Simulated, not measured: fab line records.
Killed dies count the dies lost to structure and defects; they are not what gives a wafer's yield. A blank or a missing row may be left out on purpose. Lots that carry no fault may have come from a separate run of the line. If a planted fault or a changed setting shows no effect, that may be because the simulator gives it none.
The same fault as seen by 2 desks	flow n5-finfet	each desk holds nothing but its own numbers, with what lay behind them at the end

FROM THE METROLOGY DESK
What the gauges read, lot by lot, whatever tool the lot ran on: means of the sampled wafers that have a number. Any lot whose mean is over 4 standard deviations away from the usual mean is out of limits and marked OUT; that distance is given in the brackets. Shown are 7 of the 11 readings it has, namely the first that went out of limits plus those furthest out on some lot.
Columns: A = DIBL_N at N5_BEOL_M4_RC_MEAS_101, usual 36.0 mV/V; B = DIBL_P at N5_BEOL_M4_RC_MEAS_101, usual 36.2 mV/V; C = IOFF_N at N5_BEOL_M4_RC_MEAS_101, usual 0.16 nA/um; D = IOFF_P at N5_BEOL_M4_RC_MEAS_101, usual 0.21 nA/um; E = ION_N at N5_BEOL_M4_RC_MEAS_101, usual 679 uA/um; F = VT_P at N5_BEOL_M4_RC_MEAS_101, usual -251 mV; G = M5_ILD_THK at N5_BEOL_M5_THK_MEAS_01, usual 121.2 nm
lot	first seen here	A	B	C	D	E	F	G
L809	day 8 21:14	34.0	33.4	0.14	0.19	674	-251	122.4
L812	day 9 14:35	34.1	35.4	0.16	0.23	678	-246	122.5
L814	day 9 15:16	36.6	37.2	0.17	0.23	682	-248	120.0
L820	day 11 11:38	36.1	35.8	0.14	0.21	679	-250	138.4 (+10) OUT
L821	day 11 16:52	36.0	35.6	0.15	0.24	679	-245	136.8 (+9.2) OUT
L823	day 11 19:26	34.9	35.2	0.17	0.20	693	-251	139.7 (+11) OUT
L826	day 12 16:13	37.6	38.8	0.18	0.23	685	-249	121.3
L827	day 12 20:01	35.5	37.4	0.17	0.19	685	-254	120.7
L828	day 13 18:41	37.2	38.5	0.18	0.23	687	-251	120.3
L829	day 14 01:46	38.1	37.1	0.19	0.22	697	-249	121.6
L830	day 14 09:19	38.6	40.8	0.22	0.27	686	-248	123.2
Per this desk, out of limits: L820, L821, L823; the first was L820, day 11 13:11 (M5_ILD_THK at N5_BEOL_M5_THK_MEAS_01). L809, L812, L814, L826, L827, L828, L829, L830: within limits.

FOR THE TOOL OWNER'S DESK: pecvd-04
The tool's own readings at N5_BEOL_M5_ILD_DEP_00 (deposits SiCOH lowk from DEMS/porogen, target thk 140.64 nm, time 25.9 s): means of the sampled wafers that have a number, for each lot that ran on this tool. Any lot whose mean is over 4 standard deviations away from the usual mean is out of limits and marked OUT; that distance is given in the brackets.
Columns: A = heater-power-w at N5_BEOL_M5_ILD_DEP_00, usual 307 W; B = showerhead-plenum-p-Torr at N5_BEOL_M5_ILD_DEP_00, usual 5.737 Torr; C = throttle-valve-pct at N5_BEOL_M5_ILD_DEP_00, usual 13.6 %
lot	first seen here	A	B	C
L812	day 9 15:23	348	5.752	13.9
L820	day 11 12:37	314	5.752	12.9
L821	day 11 17:50	329	5.748	13.5
L823	day 11 19:57	304	5.742	13.6
L829	day 14 02:35	309	5.762	13.2
L830	day 14 09:50	372	5.739	14.0
This desk found nothing out of limits on any of the 6 lots.

TAKEN TOGETHER
At day 11 13:11 the metrology desk could have sounded an alarm, on L820, L821, L823.
Nothing out of limits was seen by the tool owner's desk.
The tool owner's desk has L820, L821, L823 on record, within its limits.
The lots listed all ran N5_BEOL_M5_ILD_DEP_00 on pecvd-04.

WHAT THE SIMULATOR HAD INSERTED
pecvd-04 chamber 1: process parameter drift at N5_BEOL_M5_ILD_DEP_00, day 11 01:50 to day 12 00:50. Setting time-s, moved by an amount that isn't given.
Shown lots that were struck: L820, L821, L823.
Per desk, hours elapsed from the start of the fault to the first reading out of limits: for the metrology desk, 11.
